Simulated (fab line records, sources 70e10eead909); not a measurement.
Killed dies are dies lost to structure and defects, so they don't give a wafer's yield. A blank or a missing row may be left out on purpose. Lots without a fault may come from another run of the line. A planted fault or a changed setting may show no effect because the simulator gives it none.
fab line records | flow nand_harc
record lots=7 wafers=21 last_day=24
route steps=1159 shown P_ZERO_WELL@20
lots that met no fault: from a run of the same line without faults
start_h: hours from the record's first day to the start of the lot's first wafer shown | wait_h: hours since the lot's step before | " the same as in the row above | L1.1+2: a row that stands for several wafers | - no value, or no start given | * or withheld: withheld | < > ~ a bound
route shown NAME@n: a module of which the file shows steps, and the number in the route of the first | usual: mean/standard deviation of fault-free wafers | same: alike in all rows | chamber/n: place in a boat | sites: the reading at each site | _std_site: their standard deviation | _edge_site: outer sites' mean less inner sites' | radius_mm: how far each site lies from the wafer's centre | mask NAME#n: copy n | behind: the tool/chamber that last shaped the wafer | hold: why the lot was held/for how many hours/how that ended | device: the transistor (n, p or np) that didn't switch | end of line: the same wafers' tests at the end of the route | a step without rows: its recipe alone | killed: dies lost to structure and defects at the first sort, not the wafer's yield | map: a wafer's dies, x killed, . not, _ none there
set.NAME: the setting as run; set.NAME@STEP: as run at that earlier step | model.NAME: the simulator's own value behind a step, which no gauge read
lots at some steps of the route; a table a step, a row a wafer
services: from which hour (start_h, from the record's first day; less than 0 if before it) a tool's chamber was out of use, for how many hours, and why
## steps
# step NHARC_P_ZERO_WELL_STRIP_15
# recipe time_s=900 temp_c=130 chemistry=SPM
# step NHARC_P_ZERO_WELL_DEHYDRATE_16
# recipe temp_c=150 time_s=120
# step NHARC_P_ZERO_WELL_HMDS_17
# recipe time_s=30
# step NHARC_P_ZERO_WELL_COAT_18
# recipe spin_rpm=withheld
# step NHARC_P_ZERO_WELL_SOFTBAKE_19
# recipe temp_c=122 time_s=95
# step NHARC_P_ZERO_WELL_EBR_20
# step NHARC_P_ZERO_WELL_EXPOSE_21
# recipe na=0.6 target_cd_nm=720 dose_mj=22.31 mask_id=P_NWELL
# step NHARC_P_ZERO_WELL_PEB_22
# recipe peb_temp_c=118 peb_time_s=85
# step NHARC_P_ZERO_WELL_DEVELOP_23
# recipe time_s=70
# step NHARC_P_ZERO_WELL_CD_MEAS_24
# recipe target_cd_nm=720 landing_energy_ev=500
# usual cd_nm=719.9/1.7
# columns lot.wafer tool chamber start_h wait_h cd_nm
L519.2 cd_sem-01 0 20.61 - 719.3
L519.4 " 0 " " 718.4
L519.5 " 0 " " 718.9
L523.4 cd_sem-01 0 44.49 - 716.1
L523.5 " 0 " " 717.1
L523.6 " 0 " " 717.4
L524.2 cd_sem-03 0 50.80 - 723.2
L524.3 " 0 " " 721.4
L524.4 " 0 " " 722.0
L525.1 cd_sem-01 0 57.11 - 717.3
L525.2 " 0 " " 716.6
L525.3 " 0 " " 719.2
L530.2 cd_sem-03 0 86.46 - 722.0
L530.4 " 0 " " 724.8
L530.6 " 0 " " 722.3
L537.1 cd_sem-02 0 128.61 - 719.7
L537.4 " 0 " " 717.4
L537.5 " 0 " " 719.9
L538.2 cd_sem-02 0 134.84 - 720.8
L538.4 " 0 " " 721.3
L538.6 " 0 " " 721.5
# step NHARC_P_ZERO_WELL_HARDBAKE_25
# recipe temp_c=125 time_s=80
# step NHARC_P_ZERO_WELL_DESCUM_26
# recipe time_s=3 o2_flow_sccm=200 ar_flow_sccm=0 bias_power_w=0 chemistry=O2
# usual chamber_pressure_mTorr=60.00/0.061 drypump_motor_current_A=6.0/0.37 oes_product_au=0.998/0.0067 rf_vpp_V=57.7/0.91 showerhead_plenum_p_Torr=1.88/0.05 throttle_valve_pct=11.311/0.0089
# same bias_power_w=0
# columns lot.wafer tool chamber start_h wait_h chamber_pressure_mTorr drypump_motor_current_A oes_product_au rf_hours_counter_h rf_vpp_V showerhead_plenum_p_Torr throttle_valve_pct
L519.2 rie_diel-09 2 20.77 - 60.03 6.3 0.999 8 57.4 1.90 11.307
L519.4 " 3 " " 60.02 6.2 0.990 7 57.0 1.98 11.310
L519.5 " 3 " " 59.96 6.2 0.994 - 58.9 1.98 11.313
L523.4 rie_diel-10 3 44.64 - 59.97 6.1 1.006 3 56.5 1.80 11.310
L523.6 " 3 " " 59.98 6.1 0.999 - 57.9 1.80 11.302
L523.5 " 0 " " 59.97 5.4 0.997 - 57.5 1.85 11.295
L524.2 rie_diel-09 0 50.96 - 59.97 6.0 0.989 9 59.2 1.85 11.299
L524.3 " 3 " " 59.96 6.2 0.997 9 58.3 1.98 11.303
L524.4 " 2 " " 60.03 6.2 0.998 - 58.2 1.90 11.319
L525.1 rie_diel-09 0 57.27 - 59.96 6.0 0.995 10 57.8 1.85 11.313
L525.3 " 2 " " 60.01 6.2 1.009 11 57.8 1.90 11.312
L525.2 " 3 " " 60.01 6.3 1.004 10 59.5 1.98 11.318
L530.2 rie_diel-09 2 86.61 - 60.00 6.2 1.006 0 57.6 1.90 11.316
L530.4 " 0 " " 60.02 6.1 1.003 0 57.3 1.85 11.298
L530.6 " 2 " " 59.99 6.2 1.017 - 57.9 1.90 11.320
L537.1 rie_diel-09 2 128.79 - 59.99 6.3 1.009 3 58.0 1.89 11.303
L537.4 " 1 " " 60.01 6.0 0.991 - 58.1 1.85 11.300
L537.5 " 0 " " 59.98 6.0 1.002 - 58.4 1.85 11.316
L538.2 rie_diel-10 3 135.01 - 59.99 6.1 1.000 8 57.5 1.80 11.308
L538.4 " 1 " " 59.98 5.4 0.990 7 56.0 1.88 11.323
L538.6 " 3 " " 60.02 6.1 1.006 - 57.9 1.80 11.299
# step NHARC_P_ZERO_WELL_IMPLANT_27
# recipe energy_kev=600 dose_cm2=1e+13 tilt_deg=7
# columns lot.wafer tool chamber start_h wait_h
L519.2+4+5 implanter-02 0 20.94 0.2
L523.4+5+6 implanter-01 0 44.92 0.3
L524.2+3+4 implanter-01 0 51.19 0.2
L524.2+3+4 implanter-01 0 51.90 0.7
L525.1+2+3 implanter-01 0 57.44 0.2
L525.1+2+3 implanter-01 0 57.86 0.4
L530.2+4+6 implanter-01 0 86.79 0.2
L530.2+4+6 implanter-01 0 87.21 0.4
L537.1+4+5 implanter-01 0 128.95 0.1
L538.2+4+6 implanter-02 0 135.17 0.2
# step NHARC_P_ZERO_WELL_IMPLANT_57
# recipe energy_kev=250 dose_cm2=4e+12 tilt_deg=7
## services
# columns tool chamber start_h hours kind
rie_diel-10 - -0.50 9.0 pm
rie_diel-09 0 7.10 - clean
rie_diel-09 1 7.10 - clean
rie_diel-09 2 7.10 - clean
rie_diel-09 3 7.10 - clean
implanter-02 - 10.39 4.1 repair
implanter-01 - 11.85 14.1 repair
implanter-02 - 22.31 47.9 repair
rie_diel-10 2 30.06 2.9 repair
rie_diel-09 0 31.60 - clean
rie_diel-09 1 31.60 - clean
rie_diel-09 2 31.60 - clean
rie_diel-09 3 31.60 - clean
rie_diel-09 1 44.83 23.5 repair
rie_diel-09 0 56.10 - clean
rie_diel-09 2 56.10 - clean
rie_diel-09 3 56.10 - clean
rie_diel-09 - 77.10 9.0 pm
implanter-01 - 83.36 1.0 repair
implanter-02 - 85.00 13.0 pm
rie_diel-10 1 104.25 3.8 repair
implanter-01 - 125.22 1.1 repair
rie_diel-09 3 126.59 25.4 repair
rie_diel-09 1 134.57 4.0 repair
## key
first_sign step=NHARC_P_ZERO_WELL_IMPLANT_27 reading=visit direction=added
effect none on later readings
met_at NHARC_P_ZERO_WELL_IMPLANT_27
struck_wafers L524.2,L524.3,L524.4,L525.1,L525.2,L525.3,L530.2,L530.4,L530.6
tester_left_out L524,L525,L530
fault kind=repeated_step_whole tool=implanter-01,implanter-02 chamber=- onset_h=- steps=NHARC_P_ZERO_WELL_IMPLANT_27 times=1 scope=struck_lots_only
# tester_left_out: of these lots the tester's yield and bins aren't shown, on N5 and GAA mostly nor the transistor test; their killed dies are dies lost to structure and defects alone, not to doping, threshold or leakage, so they don't give the yield
